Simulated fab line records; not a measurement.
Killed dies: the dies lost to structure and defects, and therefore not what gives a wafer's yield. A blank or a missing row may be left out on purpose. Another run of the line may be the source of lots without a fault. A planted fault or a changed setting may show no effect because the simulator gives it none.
fab line records	flow n5-finfet
record lots=6	wafers=18	last-day=18
route steps=1938 shown BEOL_M10@1528 BEOL_M11@1536 PASSIVATION@1936
lots that met no fault: taken from a fault-free run of the same line
start-h: hours from the record's first day to the start of the lot's first wafer shown	wait-h: how many hours have passed since the lot's step before this one	" repeats the value in the row above	L1.1+2: a row that stands for several wafers	- no value, or no start was given	* or withheld: withheld	< > ~ a bound
route shown NAME@n: names a module that has steps shown in the file, with the first one's number in the route	usual: mean/standard deviation of fault-free wafers	same: alike in all rows	chamber/n: place in a boat	sites: each site's reading	_std_site: the values' standard deviation	_edge_site: outer sites' mean less inner sites'	radius-mm: for every site, how far away it sits from the centre of the wafer	mask NAME#n: copy n	behind: tool/chamber where the wafer was last shaped	hold: what put the lot on hold/how long, in hours/how the hold closed	device: whichever transistor did not switch (one of n, p or np)	end of line: the route-end tests of the same wafers	a step given without rows: its recipe and nothing more	killed: at the first sort, the dies lost to defects and structure; wafer yield is something else	map: dies across one wafer; x = killed, . = not, _ = none there
set.NAME: the setting that was run; set.NAME@STEP: the one run at that earlier step	model.NAME: the simulator's own value behind a step, which no gauge read
lots at selected steps of the route; one table per step, one row per wafer
services: from which hour (start-h, from the record's first day; less than 0 if before it) a tool's chamber was out of use, for how many hours, and why
## steps
# step N5_BEOL_M10_ECD_50
# recipe material=Cu	target-thk-a=3180
# step N5_BEOL_M10_ANNEAL_51
# recipe temp-c=225	time-s=90	ambient=N2
# step N5_BEOL_M10_CMP_52
# recipe stop-on=SiCOH_lowk	t-overpolish-s=7	down-force-psi=1	platen-rpm=50	clearing-platen-down-force-psi=1.5	clearing-platen-rpm=50	post-cmp-clean=cu-alkaline	target-thk-nm=140	clearing-platen-pad-velocity-m-s=0.99484	pad-velocity-m-s=0.99484
# usual barrier-field-endpoint-s=28.7/0.87	edge-zone-pressure-frac=1.000/0.0054	head-pressure-psi=0.9997/0.002	motor-current-A=6.2/0.43	overpolish-run-s=6.999/0.0086	retaining-ring-pressure-frac=1.000/0.0048	time-to-endpoint-s=66/3.9
lot.wafer	tool	chamber	start-h	wait-h	barrier-field-endpoint-s	edge-zone-pressure-frac	head-pressure-psi	motor-current-A	overpolish-run-s	retaining-ring-pressure-frac	time-to-endpoint-s
L983.2	cmp-03	2	275.40	0.4	27.9	0.994	0.9998	6.1	7.004	0.998	60
L983.4	"	3	"	"	27.1	1.005	1.0009	5.7	7.016	0.990	55
L983.5	"	2	"	"	27.1	0.988	0.9991	6.3	6.992	0.998	59
L986.3	cmp-03	2	291.26	0.3	28.2	1.001	0.9984	5.9	6.990	1.003	66
L986.5	"	0	"	"	30.1	1.003	1.0001	5.6	7.004	0.998	69
L986.6	"	1	"	"	29.6	1.004	0.9958	6.2	6.988	1.007	73
L992.1	cmp-04	3	338.07	0.3	28.7	0.999	1.0022	5.9	6.996	0.989	63
L992.5	"	3	"	"	28.0	1.001	1.0002	6.0	7.008	0.998	64
L992.6	"	0	"	"	29.6	0.996	0.9997	6.8	6.992	1.000	67
L997.3	cmp-04	0	378.00	0.4	28.4	1.007	1.0037	6.6	6.997	1.002	64
L997.4	"	1	"	"	29.6	0.999	1.0030	5.9	6.993	0.997	72
L997.6	"	0	"	"	29.5	1.004	1.0006	6.7	6.992	1.005	66
L100.1	cmp-04	2	385.49	0.3	29.1	1.006	1.0031	6.7	7.005	1.002	69
L100.3	"	3	"	"	28.8	1.012	0.9959	5.8	7.009	1.006	69
L100.6	"	2	"	"	29.3	1.000	1.0003	6.6	6.997	1.005	67
L999.1	cmp-02	1	386.05	0.3	27.4	1.001	0.9999	5.6	6.995	1.000	62
L999.5	"	0	"	"	28.8	1.002	1.0030	6.5	7.000	1.003	66
L999.6	"	1	"	"	27.7	0.995	1.0009	5.8	7.005	1.003	63
# step N5_BEOL_M10_THK_MEAS_53
# recipe thk-meas-gauge=xrf	reads=Cu_of_BEOL_M10_ECD_50
# usual M10_THK=140/3.8
lot.wafer	tool	chamber	start-h	wait-h	M10_THK[nm]
L983.2	film-metro-01	-	275.66	-	141
L983.4	"	-	"	"	137
L983.5	"	-	"	"	136
L986.3	film-metro-02	-	291.48	-	141
L986.5	"	-	"	"	136
L986.6	"	-	"	"	139
L992.1	film-metro-01	-	338.36	-	137
L992.5	"	-	"	"	136
L992.6	"	-	"	"	143
L997.3	film-metro-01	-	378.26	-	138
L997.4	"	-	"	"	142
L997.6	"	-	"	"	138
L100.1	film-metro-01	-	385.78	-	134
L100.3	"	-	"	"	144
L100.6	"	-	"	"	145
L999.1	film-metro-01	-	386.30	-	142
L999.5	"	-	"	"	138
L999.6	"	-	"	"	139
# step N5_BEOL_M10_PRE_CLEAN_55
# recipe gas=NH3	time-s=15	temp-c=withheld	rf-power-w=300
# step N5_BEOL_M10_DEP_56
# recipe material=SiCN	target-thk-a=150	temp-c=withheld	precursor=3MS/NH3	pressure-torr=3	rf-w=202	time-s=26.5
# usual showerhead-plenum-p-Torr=3.668/0.012	throttle-valve-pct=9.1/0.55
# same time-s=26.5
lot.wafer	tool	chamber	start-h	wait-h	showerhead-plenum-p-Torr	throttle-valve-pct
L983.2	pecvd-04	0	275.72	0.0	3.668	9.1
L983.4	"	0	"	"	3.659	8.9
L983.5	"	1	"	"	3.686	10.6
L986.3	pecvd-01	2	291.54	0.0	3.653	9.1
L986.5	"	0	"	"	3.674	9.5
L986.6	"	2	"	"	3.665	9.0
L992.1	pecvd-01	1	338.43	0.0	3.653	9.4
L992.5	"	2	"	"	3.651	9.0
L992.6	"	0	"	"	3.685	9.1
L997.3	pecvd-03	0	378.32	0.0	3.670	8.6
L997.4	"	2	"	"	3.674	8.5
L997.6	"	1	"	"	3.674	8.9
L100.1	pecvd-01	1	385.84	0.0	3.650	9.3
L100.3	"	2	"	"	3.658	9.0
L100.6	"	1	"	"	3.653	9.2
L999.1	pecvd-03	1	386.36	0.0	3.669	8.8
L999.5	"	2	"	"	3.674	8.9
L999.6	"	1	"	"	3.662	8.8
# step N5_BEOL_M10_RS_MEAS_57
# recipe thk-meas-gauge=four-point-probe	reads=Cu_of_BEOL_M10_ECD_50+Co_of_BEOL_M10_CVD_75+TaN_of_BEOL_M10_ALD_74
# usual M10_RS=0.151/0.0043
lot.wafer	tool	chamber	start-h	wait-h	M10_RS[ohm/sq]
L983.2	film-metro-01	-	275.80	0.1	0.149
L983.4	"	-	"	"	0.153
L983.5	"	-	"	"	0.155
L986.3	film-metro-02	-	291.61	0.1	0.150
L986.5	"	-	"	"	0.155
L986.6	"	-	"	"	0.152
L992.1	film-metro-02	-	338.50	0.1	0.154
L992.5	"	-	"	"	0.154
L992.6	"	-	"	"	0.147
L997.3	film-metro-01	-	378.39	0.1	0.151
L997.4	"	-	"	"	0.147
L997.6	"	-	"	"	0.152
L100.1	film-metro-02	-	385.92	0.1	0.155
L100.3	"	-	"	"	0.143
L100.6	"	-	"	"	0.142
L999.1	film-metro-01	-	386.44	0.1	0.147
L999.5	"	-	"	"	0.151
L999.6	"	-	"	"	0.150
# step N5_BEOL_M10_INSPECT_58
# recipe inspect-instrument=darkfield	mode=post-dep
# usual raw-defect-count=74/24
lot.wafer	tool	chamber	start-h	wait-h	raw-defect-count
L983.2	defect-inspect-02	-	275.82	0.0	95
L983.4	"	-	"	"	86
L983.5	"	-	"	"	81
L986.3	defect-inspect-01	-	291.64	0.0	64
L986.5	"	-	"	"	34
L986.6	"	-	"	"	111
L992.1	defect-inspect-01	-	338.53	0.0	92
L992.5	"	-	"	"	104
L992.6	"	-	"	"	90
L997.3	defect-inspect-01	-	378.42	0.0	79
L997.4	"	-	"	"	73
L997.6	"	-	"	"	122
L100.1	defect-inspect-02	-	385.94	0.0	39
L100.3	"	-	"	"	56
L100.6	"	-	"	"	71
L999.1	defect-inspect-01	-	386.46	0.0	39
L999.5	"	-	"	"	36
L999.6	"	-	"	"	37
# step N5_BEOL_M11_ILD_DEP_00
# recipe material=SiCOH_lowk	target-thk-a=3085.1	temp-c=300	precursor=DEMS/porogen	pressure-torr=5	rf-w=500	time-s=58
# usual heater-power-w=297/62	showerhead-plenum-p-Torr=5.743/0.012	throttle-valve-pct=13.8/0.77
# same time-s=58
lot.wafer	tool	chamber	start-h	wait-h	heater-power-w	showerhead-plenum-p-Torr	throttle-valve-pct
L983.2	pecvd-02	0	275.86	0.0	286	5.748	13.4
L983.4	"	0	"	"	303	5.734	13.6
L983.5	"	1	"	"	363	5.727	14.0
L986.3	pecvd-04	1	291.67	0.0	259	5.767	16.5
L986.5	"	2	"	"	387	5.751	14.1
L986.6	"	0	"	"	282	5.743	13.9
L992.1	pecvd-02	2	338.56	0.0	237	5.733	13.1
L992.5	"	2	"	"	240	5.751	13.3
L992.6	"	0	"	"	323	5.747	13.4
L997.3	pecvd-02	0	378.46	0.0	356	5.732	13.7
L997.4	"	0	"	"	288	5.736	13.5
L997.6	"	2	"	"	236	5.737	13.2
L100.1	pecvd-02	1	385.98	0.0	369	5.731	14.1
L100.3	"	2	"	"	224	5.743	13.1
L100.6	"	1	"	"	301	5.729	13.9
L999.1	pecvd-04	0	386.50	0.0	270	5.751	14.1
L999.5	"	0	"	"	282	5.748	14.1
L999.6	"	2	"	"	389	5.726	14.2
# step N5_BEOL_M11_CURE_71
# recipe temp-c=385	time-s=240	ambient=He/Ar	material=SiCOH_lowk
# usual lamp-power-pct=52.31/0.056	wafer_temp_C_max=386.7/0.46
# same time-s=240
lot.wafer	tool	chamber	start-h	wait-h	lamp-power-pct	wafer_temp_C_max
L983.2	uv-cure-01	0	276.02	0.1	52.38	386.3
L983.4	"	0	"	"	52.32	386.3
L983.5	"	0	"	"	52.28	386.8
L986.3	uv-cure-01	0	291.91	0.2	52.33	386.6
L986.5	"	0	"	"	52.21	387.2
L986.6	"	0	"	"	52.33	386.4
L992.1	uv-cure-02	1	338.64	0.0	52.24	387.1
L992.5	"	1	"	"	52.24	387.2
L992.6	"	1	"	"	52.33	386.7
L997.3	uv-cure-01	0	378.69	0.2	52.21	386.9
L997.4	"	0	"	"	52.38	386.8
L997.6	"	0	"	"	52.27	386.7
L100.1	uv-cure-03	2	386.14	0.1	52.32	386.6
L100.3	"	2	"	"	52.27	386.6
L100.6	"	2	"	"	52.29	386.2
L999.1	uv-cure-02	0	386.61	0.1	52.29	386.4
L999.5	"	0	"	"	52.36	386.8
L999.6	"	0	"	"	52.41	386.6
# step N5_BEOL_M11_THK_MEAS_01
# recipe reads=SiCOH_lowk_of_BEOL_M11_ILD_DEP_00
# usual M11_ILD_THK=268/3.1
lot.wafer	tool	chamber	start-h	wait-h	M11_ILD_THK[nm]
L983.2	film-metro-02	-	276.45	0.4	265
L983.4	"	-	"	"	270
L983.5	"	-	"	"	266
L986.3	film-metro-01	-	292.26	0.3	266
L986.5	"	-	"	"	267
L986.6	"	-	"	"	264
L992.1	film-metro-01	-	339.15	0.4	264
L992.5	"	-	"	"	269
L992.6	"	-	"	"	274
L997.3	film-metro-01	-	379.05	0.3	267
L997.4	"	-	"	"	271
L997.6	"	-	"	"	268
L100.1	film-metro-02	-	386.65	0.4	263
L100.3	"	-	"	"	264
L100.6	"	-	"	"	268
L999.1	film-metro-02	-	387.12	0.4	266
L999.5	"	-	"	"	268
L999.6	"	-	"	"	268
# step N5_BEOL_M11_PECVD_70
# recipe material=SiO2	target-thk-a=200	temp-c=400	precursor=TEOS/O2	pressure-torr=5.5	rf-w=450	teos-flow-sccm=53.8	gas=O2	flow-sccm=3000	time-s=22.7
# usual heater-power-w=686/110	showerhead-plenum-p-Torr=8.80/0.035	throttle-valve-pct=22.2/1.2
# same time-s=22.7
lot.wafer	tool	chamber	start-h	wait-h	heater-power-w	showerhead-plenum-p-Torr	throttle-valve-pct
L983.2	pecvd-02	2	276.49	0.0	547	8.78	21.4
L983.4	"	0	"	"	719	8.79	21.8
L983.5	"	2	"	"	552	8.80	21.2
L986.3	pecvd-02	1	292.32	0.1	778	8.80	22.9
L986.5	"	2	"	"	581	8.79	21.2
L986.6	"	1	"	"	756	8.81	22.6
L992.1	pecvd-04	0	339.19	0.0	680	8.83	22.6
L992.5	"	2	"	"	789	8.79	23.0
L992.6	"	1	"	"	640	8.91	26.1
L997.3	pecvd-02	2	379.08	0.0	611	8.79	21.1
L997.4	"	0	"	"	766	8.79	21.7
L997.6	"	1	"	"	788	8.78	22.7
L100.1	pecvd-03	2	386.69	0.0	517	8.82	21.8
L100.3	"	1	"	"	842	8.78	22.0
L100.6	"	1	"	"	866	8.79	21.9
L999.1	pecvd-04	0	387.16	0.0	625	8.75	22.6
L999.5	"	2	"	"	759	8.76	23.6
L999.6	"	0	"	"	639	8.76	22.8
# step N5_BEOL_M11_HM_DEP_02
# recipe material=TiN	target-thk-a=200	temp-c=25	chamber-pressure-pa=0.49996
# usual throttle-valve-pct=29.9/1
lot.wafer	tool	chamber	start-h	wait-h	throttle-valve-pct
L983.2	pvd-sputter-03	-	277.43	0.9	29.8
L983.4	"	-	"	"	30.1
L983.5	"	-	"	"	30.4
L986.3	pvd-sputter-01	-	295.48	3.1	31.9
L986.5	"	-	"	"	30.6
L986.6	"	-	"	"	29.0
L992.1	pvd-sputter-03	-	339.95	0.7	30.4
L992.5	"	-	"	"	29.0
L992.6	"	-	"	"	30.3
L997.3	pvd-sputter-03	-	379.76	0.7	30.3
L997.4	"	-	"	"	30.1
L997.6	"	-	"	"	28.6
L100.1	pvd-sputter-01	-	387.38	0.7	30.5
L100.3	"	-	"	"	29.1
L100.6	"	-	"	"	30.6
L999.1	pvd-sputter-02	-	388.22	1.0	29.1
L999.5	"	-	"	"	28.9
L999.6	"	-	"	"	28.2
# step N5_BEOL_M11_COAT_59
# recipe resist=SOC	temp-c=250	time-s=60	spin-rpm=1500	resist-thk-nm=100
# step N5_BEOL_M11_COAT_60
# recipe resist=SiARC	temp-c=220	time-s=60	spin-rpm=1500	resist-thk-nm=30
# step N5_BEOL_M11_COAT_05
# recipe resist=CAR-ArF	spin-rpm=1500	resist-thk-nm=90
# step N5_BEOL_M11_EBR_07
# recipe solvent=PGMEA	ebr-width-mm=1.5
# step N5_BEOL_M11_SOFTBAKE_06
# recipe temp-c=110	time-s=60	resist=CAR-ArF
# step N5_BEOL_M11_EXPOSE_08
# recipe mask-id=M11	na=1.35	source-shape=dipole	sigma-inner=0.411	sigma-outer=0.611	polarization=te	dose-mj=53.75
# step N5_BEOL_M11_PEB_09
# recipe peb-temp-c=withheld	peb-time-s=60	resist=CAR-ArF
# step N5_BEOL_M11_DEVELOP_10
# recipe develop-time-s=30	developer=TMAH	resist=CAR-ArF	rinse-liquid=diw	dry=air-spin	dev-temp-c=23
# step N5_BEOL_M11_CD_MEAS_11
# recipe target-cd-nm=64.1	landing-energy-ev=500	detector=se-inlens	polarity=opening
# usual cd-nm=64.4/0.5
lot.wafer	tool	chamber	start-h	wait-h	cd-nm
L983.2	cd-sem-03	0	277.93	-	64.4
L983.4	"	0	"	"	65.3
L983.5	"	0	"	"	65.0
L986.3	cd-sem-03	0	296.04	-	65.1
L986.5	"	0	"	"	64.7
L986.6	"	0	"	"	65.2
L992.1	cd-sem-03	0	340.44	-	63.7
L992.5	"	0	"	"	64.0
L992.6	"	0	"	"	64.6
L997.3	cd-sem-01	0	380.27	-	65.2
L997.4	"	0	"	"	65.1
L997.6	"	0	"	"	64.5
L100.1	cd-sem-01	0	387.89	-	64.0
L100.3	"	0	"	"	63.8
L100.6	"	0	"	"	64.7
L999.1	cd-sem-01	0	388.59	-	64.4
L999.5	"	0	"	"	64.8
L999.6	"	0	"	"	64.8
# step N5_BEOL_M11_OVL_MEAS_12
# recipe points-per-wafer=44
# usual M11_OVL=-0.1/0.77
lot.wafer	tool	chamber	start-h	wait-h	M11_OVL[nm]
L983.2	overlay-02	0	277.96	0.0	0.8
L983.4	"	0	"	"	1.1
L983.5	"	0	"	"	0.7
L986.3	overlay-02	0	296.08	0.0	-0.5
L986.5	"	0	"	"	2.0
L986.6	"	0	"	"	0.5
L992.1	overlay-01	0	340.47	0.0	-0.8
L992.5	"	0	"	"	-0.3
L992.6	"	0	"	"	-0.6
L997.3	overlay-02	0	380.29	0.0	0.7
L997.4	"	0	"	"	-0.1
L997.6	"	0	"	"	0.1
L100.1	overlay-01	0	387.92	0.0	0.0
L100.3	"	0	"	"	-1.4
L100.6	"	0	"	"	0.4
L999.1	overlay-01	0	388.62	0.0	-0.7
L999.5	"	0	"	"	-1.0
L999.6	"	0	"	"	0.5
# step N5_BEOL_M11_INSPECT_13
# recipe mode=adi	inspect-instrument=brightfield
# usual raw-defect-count=412/94
lot.wafer	tool	chamber	start-h	wait-h	raw-defect-count
L983.2	defect-inspect-01	-	277.98	0.0	465
L983.4	"	-	"	"	402
L983.5	"	-	"	"	463
L986.3	defect-inspect-01	-	296.10	0.0	434
L986.5	"	-	"	"	310
L986.6	"	-	"	"	492
L992.1	defect-inspect-01	-	340.50	0.0	418
L992.5	"	-	"	"	431
L992.6	"	-	"	"	1218
L997.3	defect-inspect-02	-	380.32	0.0	407
L997.4	"	-	"	"	1358
L997.6	"	-	"	"	424
L100.1	defect-inspect-01	-	387.95	0.0	561
L100.3	"	-	"	"	593
L100.6	"	-	"	"	640
L999.1	defect-inspect-01	-	388.64	0.0	234
L999.5	"	-	"	"	301
L999.6	"	-	"	"	216
# step N5_BEOL_M11_DESCUM_16
# recipe chemistry=O2	time-s=7.9	source-power-w=50	bias-power-w=20	pressure-mtorr=20	rf-frequency-hz=2.712e+07	temp-c=40	resist=CAR-ArF	o2-flow-sccm=225
# step N5_PASSIVATION_PROBE_49
# usual defect-limited-yield=91.7/1.5	killed_at_M0_to_M3=32/10	killed_at_M4_up=14/5.3	killed-at-contacts=13/5.7	killed-at-front-end=37/10	killed-at-other=3.3/2.5	killed-dies=98/18	killed-on-rim=13/3.6	killed-open=65/13	killed-short=31/7.5	sort_bin_5_function=4.9/0.91	sort_bin_6_memory=3.1/0.71	sort_bin_8_speed=0.00/0.017	sort-n-pass=1082/18	sort-yield-pct=91.7/1.5
# same gross-dies=1180	killed-at-back-side=0	sort_bin_4_leakage[%]=0
lot.wafer	tool	chamber	start-h	wait-h	defect-limited-yield[%]	killed_at_M0_to_M3	killed_at_M4_up	killed-at-contacts	killed-at-front-end	killed-at-other	killed-dies	killed-on-rim	killed-open	killed-short	sort_bin_5_function[%]	sort_bin_6_memory[%]	sort_bin_8_speed[%]	sort-n-pass	sort-yield-pct[%]
L983.2	prober-02	-	327.95	0.1	92.9	23	10	13	34	4	84	14	61	22	4.0	2.7	0.08	1096	92.9
L983.4	prober-02	-	328.05	0.2	92.5	29	18	17	21	4	89	9	64	24	5.0	2.5	0	1091	92.5
L983.5	prober-02	-	328.10	0.2	94.6	27	9	6	19	3	64	12	41	21	3.1	2.3	0	1116	94.6
L986.3	prober-01	-	342.19	0.1	92.4	34	11	9	34	2	90	10	57	33	4.8	2.6	0	1090	92.4
L986.5	prober-01	-	342.29	0.2	90.3	62	14	13	24	2	115	15	70	45	4.9	4.6	0	1065	90.3
L986.6	prober-01	-	342.34	0.3	92.3	27	18	10	35	1	91	19	54	36	4.6	2.9	0	1089	92.3
L992.1	prober-01	-	386.55	0.0	91.7	34	14	7	40	3	98	12	61	34	5.1	3.1	0	1082	91.7
L992.5	prober-01	-	386.75	0.2	92.5	29	10	4	42	3	88	15	52	31	4.2	2.7	0	1092	92.5
L992.6	prober-01	-	386.80	0.3	87.4	27	69	9	40	4	149	33	51	35	7.5	3.2	0	1031	87.4
L997.3	prober-02	-	428.87	0.2	93.9	28	10	8	24	2	72	12	52	20	3.7	2.2	0	1108	93.9
L997.4	prober-02	-	428.92	0.3	87.8	35	73	4	29	3	144	35	51	25	7.0	3.6	0	1036	87.8
L997.6	prober-02	-	429.02	0.4	92.8	30	11	7	35	2	85	9	62	23	4.2	3.0	0	1095	92.8
L100.1	prober-01	-	432.63	0.0	94.1	22	7	9	32	0	70	17	38	32	3.6	1.9	0	1110	94.1
L100.3	prober-01	-	432.73	0.1	92.7	22	13	23	27	1	86	15	61	25	4.2	2.9	0	1094	92.7
L100.6	prober-01	-	432.88	0.3	91.9	19	27	18	28	3	95	12	69	23	4.7	3.2	0	1085	91.9
L999.1	prober-02	-	434.58	0.0	89.7	33	25	11	44	8	121	12	83	38	5.8	4.0	0	1059	89.7
L999.5	prober-02	-	434.78	0.2	90.3	23	18	15	58	1	115	17	78	37	5.6	3.8	0	1065	90.3
L999.6	prober-02	-	434.83	0.3	90.4	34	16	11	45	7	113	20	63	50	5.6	3.7	0	1067	90.4
# killed by level:class
L983.2 MOL_CONTACT_COAG:geometric-particle:open=11 FIN_SAQP:geometric-particle:open=9 BEOL_M0_SAQP:geometric-particle:open=7 GATE_CUT:geometric-particle:open=6 DUMMY_GATE:geometric-particle:open=5 BEOL_M0_SAQP:geometric-particle:short=4 BEOL_M4:geometric-particle:open=4 STARTING-WAFER:geometric-particle:open=4
L983.4 MOL_CONTACT_COAG:geometric-particle:open=12 BEOL_M4:geometric-particle:open=11 BEOL_M2:geometric-particle:open=10 BEOL_M3:geometric-particle:open=7 MOL_CONTACT_COAG:geometric-particle:short=5 GATE_CUT:geometric-particle:short=4 BEOL_M0_SAQP:geometric-particle:short=4 BEOL_M0_SAQP:geometric-particle:open=4
L983.5 BEOL_M0_SAQP:geometric-particle:open=6 BEOL_M2:geometric-particle:open=6 MOL_CONTACT_COAG:geometric-particle:open=4 BEOL_M0_SAQP:geometric-particle:short=4 DUMMY_GATE:geometric-particle:open=3 BEOL_M1:geometric-particle:short=3 BEOL_M3:geometric-particle:open=3 FIN_SAQP:geometric-particle:open=2
L986.3 FIN_SAQP:geometric-particle:open=14 MOL_CONTACT_COAG:geometric-particle:open=9 BEOL_M0_SAQP:geometric-particle:short=7 BEOL_M0_SAQP:geometric-particle:open=6 BEOL_M3:geometric-particle:short=5 FIN_SAQP:geometric-particle:short=4 BEOL_M1:geometric-particle:open=4 BEOL_M2:geometric-particle:open=4
L986.5 BEOL_M0_SAQP:geometric-particle:short=17 BEOL_M0_SAQP:geometric-particle:open=17 MOL_CONTACT_COAG:geometric-particle:open=10 BEOL_M3:geometric-particle:short=9 STI_FIN_REVEAL:geometric-particle:open=7 BEOL_M2:geometric-particle:open=5 BEOL_M3:geometric-particle:open=5 BEOL_M4:geometric-particle:open=5
L986.6 FIN_SAQP:geometric-particle:short=11 FIN_SAQP:geometric-particle:open=9 MOL_CONTACT_COAG:geometric-particle:open=5 MOL_CONTACT_COAG:geometric-particle:short=5 BEOL_M0_SAQP:geometric-particle:open=5 BEOL_M1:geometric-particle:open=5 BEOL_M2:geometric-particle:open=5 BEOL_M3:geometric-particle:short=4
L992.1 FIN_SAQP:geometric-particle:short=11 DUMMY_GATE:geometric-particle:open=9 FIN_SAQP:geometric-particle:open=7 MOL_CONTACT_COAG:geometric-particle:open=5 BEOL_M0_SAQP:geometric-particle:open=5 BEOL_M1:geometric-particle:open=5 BEOL_M2:geometric-particle:open=5 STI_FIN_REVEAL:geometric-particle:open=4
L992.5 FIN_SAQP:geometric-particle:short=13 FIN_SAQP:geometric-particle:open=10 BEOL_M0_SAQP:geometric-particle:open=9 BEOL_M2:geometric-particle:open=9 DUMMY_GATE:geometric-particle:open=5 BEOL_M0_SAQP:geometric-particle:short=5 MOL_CONTACT_COAG:geometric-particle:open=3 BEOL_M3:geometric-particle:open=3
L992.6 BEOL_M11:unspecified=59 FIN_SAQP:geometric-particle:open=13 FIN_SAQP:geometric-particle:short=8 BEOL_M0_SAQP:geometric-particle:short=7 BEOL_M0_SAQP:geometric-particle:open=7 MOL_CONTACT_COAG:geometric-particle:open=6 STARTING-WAFER:geometric-particle:short=4 DUMMY_GATE:geometric-particle:open=3
L997.3 BEOL_M2:geometric-particle:open=15 MOL_CONTACT_COAG:geometric-particle:open=6 STI_FIN_REVEAL:geometric-particle:open=4 BEOL_M0_SAQP:geometric-particle:short=4 BEOL_M0:geometric-particle:open=4 STARTING-WAFER:geometric-particle:open=4 STARTING-WAFER:geometric-particle:short=4 BEOL_M8:geometric-particle:open=3
L997.4 BEOL_M11:unspecified=65 BEOL_M0_SAQP:geometric-particle:open=8 BEOL_M1:geometric-particle:open=7 DUMMY_GATE:geometric-particle:open=6 GATE_CUT:geometric-particle:short=6 BEOL_M0_SAQP:geometric-particle:short=6 BEOL_M2:geometric-particle:open=5 MOL_CONTACT_COAG:geometric-particle:open=4
L997.6 BEOL_M2:geometric-particle:open=10 DUMMY_GATE:geometric-particle:open=9 FIN_SAQP:geometric-particle:open=6 BEOL_M0_SAQP:geometric-particle:short=6 GATE_CUT:geometric-particle:short=5 BEOL_M0:geometric-particle:open=5 BEOL_M4:geometric-particle:open=5 GATE_CUT:geometric-particle:open=4
L100.1 MOL_CONTACT_COAG:geometric-particle:open=7 STARTING-WAFER:geometric-particle:short=7 DUMMY_GATE:geometric-particle:open=6 BEOL_M4:geometric-particle:open=5 ILD0:geometric-particle:short=5 BEOL_M0_SAQP:geometric-particle:short=5 BEOL_M1:geometric-particle:short=5 FIN_SAQP:geometric-particle:open=4
L100.3 MOL_CONTACT_COAG:geometric-particle:open=18 BEOL_M3:geometric-particle:open=8 BEOL_M0_SAQP:geometric-particle:open=6 DUMMY_GATE:geometric-particle:open=5 MOL_CONTACT_COAG:geometric-particle:short=5 BEOL_M4:geometric-particle:open=5 ILD0:geometric-particle:open=4 FIN_SAQP:geometric-particle:short=3
L100.6 MOL_CONTACT_COAG:geometric-particle:open=15 BEOL_M4:geometric-particle:open=15 BEOL_M3:geometric-particle:open=8 STI_FIN_REVEAL:geometric-particle:open=5 DUMMY_GATE:geometric-particle:open=4 BEOL_M4:geometric-particle:short=4 BEOL_M0_SAQP:geometric-particle:open=4 MOL_CONTACT_COAG:geometric-particle:short=3
L999.1 FIN_SAQP:geometric-particle:open=21 BEOL_M0_SAQP:geometric-particle:open=11 BEOL_M0_SAQP:geometric-particle:short=10 BEOL_M5:geometric-particle:open=10 MOL_CONTACT_COAG:geometric-particle:open=7 BEOL_M2:geometric-particle:open=7 FIN_SAQP:geometric-particle:short=6 GATE_CUT:geometric-particle:short=6
L999.5 FIN_SAQP:geometric-particle:open=18 MOL_CONTACT_COAG:geometric-particle:open=13 STI_FIN_REVEAL:geometric-particle:open=9 FIN_SAQP:geometric-particle:short=8 GATE_CUT:geometric-particle:short=7 BEOL_M4:geometric-particle:short=6 BEOL_M0_SAQP:geometric-particle:open=6 BEOL_M2:geometric-particle:open=5
L999.6 BEOL_M0_SAQP:geometric-particle:short=11 BEOL_M0_SAQP:geometric-particle:open=11 FIN_SAQP:geometric-particle:short=9 FIN_SAQP:geometric-particle:open=8 BEOL_M4:geometric-particle:open=8 GATE_CUT:geometric-particle:short=7 GATE_CUT:geometric-particle:open=6 MOL_CONTACT_COAG:geometric-particle:short=6
# map L992.6 (x killed, . not)
_________________............________________
______________.......x...x......_____________
___________.....x...........x......__________
__________.........xx..x....xx......_________
________x..........x.........x........_______
_______................................______
______.........x...x................x..._____
_____....................................____
____......x..........................x...x___
___...x....................................__
___....x.x......................x.x........__
__xx...............................x........_
__x.............x..x.x......................_
_........x...x...........x.......x..........x
_x...xx......................................
_.............x.............x..x...x....x....
_...................xx..........x...........x
_............x......x..xx...............x....
_................................x.....x.....
_.......x..........x..x.......x.............x
_.............................x..............
__................................x......xx._
__x.....................x................x.._
___x...x..........x........................__
___...x................x..x.............x..__
____........x.....x..........x.....x......___
_____....x...............................____
______xx.x..xx.x..x...........x........._____
_______....xxxxxx.x.......x.........x.x______
________xxxxxxxxxxx.x..x........x....._______
__________xxxxxxxxxxxxx............._________
___________xxxxxxxxxxx.............__________
______________xxxxxxx.x..x....x._____________
_________________xxxxx.......________________
# map L997.4 (x killed, . not)
_________________x...........________________
______________.........x........_____________
___________x.......................__________
__________...x..........x....x......_________
________x...xx....................x..._______
_______......xx.......................x______
______...........xx..................x.._____
_____......................x....x........____
____......................................___
___......x..................x..............__
___x..x....x..........x....................__
__...x.x..x...........x....................x_
__......x.....x................x............_
_x...........................................
_...........x.....................x..........
_.x..x..............xx.................x.....
_...........................................x
_..x.....................x...................
_..........................................x.
_......x...........x.x...............x....x.x
_.x................x.........x...............
__.......................x.................._
__.......x........x...............x........._
___.........................x......x......x__
___..x......................x..............__
____......................x...............___
_____.........x..............x......x....____
______.x.x.x.xxx........x.x......x..x..._____
_______.x...xxxxxxxx............x......______
________xxxxxxxxxxxx.x................_______
__________xxxxxxxxxxxx..x..........._________
___________xxxxxxxxxxxx............__________
______________xxxxxxxxxx...x...x_____________
_________________xxxxxx.xx...________________
## services
tool	chamber	start-h	hours	kind
pecvd-02	-	260.45	0.9	repair
cmp-04	-	276.61	1.3	repair
pecvd-01	-	276.86	5.5	pm
pecvd-02	0	289.71	5.5	scheduled-down
pecvd-04	1	295.10	2.1	scheduled-down
pecvd-02	1	295.17	5.0	scheduled-down
cmp-03	-	305.07	4.0	pm
uv-cure-03	-	310.08	2.0	repair
uv-cure-03	-	316.30	7.5	pm
uv-cure-02	-	317.76	1.0	pm
pecvd-02	0	317.96	2.1	scheduled-down
cmp-03	-	329.00	0.5	repair
uv-cure-02	-	332.44	2.8	pm
pecvd-04	0	342.55	3.9	repair
cmp-04	-	343.77	13.2	pm
uv-cure-03	-	344.29	6.5	repair
cmp-02	-	349.16	6.5	repair
pvd-sputter-03	-	350.34	3.1	repair
pecvd-04	0	351.59	2.1	scheduled-down
pecvd-04	1	355.05	5.5	scheduled-down
cmp-04	-	359.60	0.8	repair
cmp-03	-	370.78	6.8	pm
cmp-02	-	377.20	4.0	pm
uv-cure-02	-	385.42	1.1	repair
## key
first-sign step=N5_BEOL_M11_INSPECT_13	reading=raw-defect-count	direction=up	sigmas=9.3	usual=412	struck=1288
effect step=N5_PASSIVATION_PROBE_49	reading=killed_at_M4_up	direction=up	sigmas=11	usual=14	struck=71
more-kills-born-at N5_BEOL_M11_HM_DEP_02@pvd-sputter-03=124
met-at N5_BEOL_M11_HM_DEP_02
struck-wafers L992.6,L997.4
fault kind=chamber-particle-source	tool=pvd-sputter-03	chamber=-	onset-h=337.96	steps=N5_BEOL_M11_HM_DEP_02	rate-per-visit-cm2=1.3956	end-h=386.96	scope=struck-wafers-only
